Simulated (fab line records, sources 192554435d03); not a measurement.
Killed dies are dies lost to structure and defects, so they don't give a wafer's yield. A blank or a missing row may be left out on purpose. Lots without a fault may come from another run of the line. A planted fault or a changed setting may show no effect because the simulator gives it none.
Which tool did it? | flow n5_finfet | 12 lots, 36 wafers sampled, at 2 steps of a route of 1938

WHAT THE GAUGES READ, wafer by wafer
N5_PMOS_HMC_CHANNEL_EPI_OVL_MEAS_10.
lot  | measured    | on         | PMOS_HMC_BLK_OVL (nm)
L075 | day 1 23:19 | overlay-02 | 1.1 1.9 1.4
L077 | day 2 11:08 | overlay-01 | -0.2 -0.3 0.8
L079 | day 2 23:17 | overlay-02 | 0.5 0.2 0.0
L081 | day 3 11:24 | overlay-01 | 1.3 -0.3 0.2
L083 | day 3 23:31 | overlay-01 | 0.1 0.3 2.1
L085 | day 4 11:58 | overlay-02 | 0.9 0.8 1.4
L087 | day 4 23:09 | overlay-01 | 1.5 0.8 1.5
L089 | day 5 11:37 | overlay-01 | 0.9 1.1 1.1
L091 | day 6 00:14 | overlay-01 | 0.9 1.4 0.7
L093 | day 6 11:47 | overlay-02 | -0.5 -0.2 -0.2
L095 | day 6 23:44 | overlay-01 | 0.2 -1.2 -0.6
L097 | day 7 14:26 | overlay-01 | 0.2 0.0 0.7

WHICH TOOL RAN EACH LOT (tool, then ch and the chambers of the sampled wafers, then the start)
lot  | N5_PMOS_HMC_CHANNEL_EPI_HM_DEP_34
L075 | pecvd-03 ch 0,1, day 1 22:53
L077 | pecvd-01 ch 1,2, day 2 10:43
L079 | pecvd-01 ch 0,1, day 2 22:51
L081 | pecvd-03 ch 0,1, day 3 10:58
L083 | pecvd-03 ch 0,1, day 3 23:12
L085 | pecvd-04 ch 0,1,2, day 4 11:32
L087 | pecvd-01 ch 0,2, day 4 22:43
L089 | pecvd-01 ch 0,1,2, day 5 11:12
L091 | pecvd-04 ch 1,2, day 5 23:47
L093 | pecvd-03 ch 0,2, day 6 11:28
L095 | pecvd-01 ch 1,2, day 6 23:19
L097 | pecvd-01 ch 0,1, day 7 14:07
- N5_PMOS_HMC_CHANNEL_EPI_HM_DEP_34: deposits SiO2 from TEOS/O2, target thk 36 nm, time 6.9 s.

THE ANSWER, worked out from the rows above alone
Rule: what is usual is taken from the lots themselves. Put in order of their means at a reading, lots are off if they are a third of the lots or fewer, leave a main group of 4 or more, and stand apart from it by a gap of 3 or more times the standard deviation of the main group's means; of several such gaps the widest counts. A main group whose means are all the same, to the digits that the tables above print for the reading, isn't used. A lot without any number at a reading at which 4 lots or more have one is off too. The other lots that the step has rows for count as sound.
No lot is off at any reading shown: from this, nothing can be told.

WHAT THE SIMULATOR HAD PUT IN
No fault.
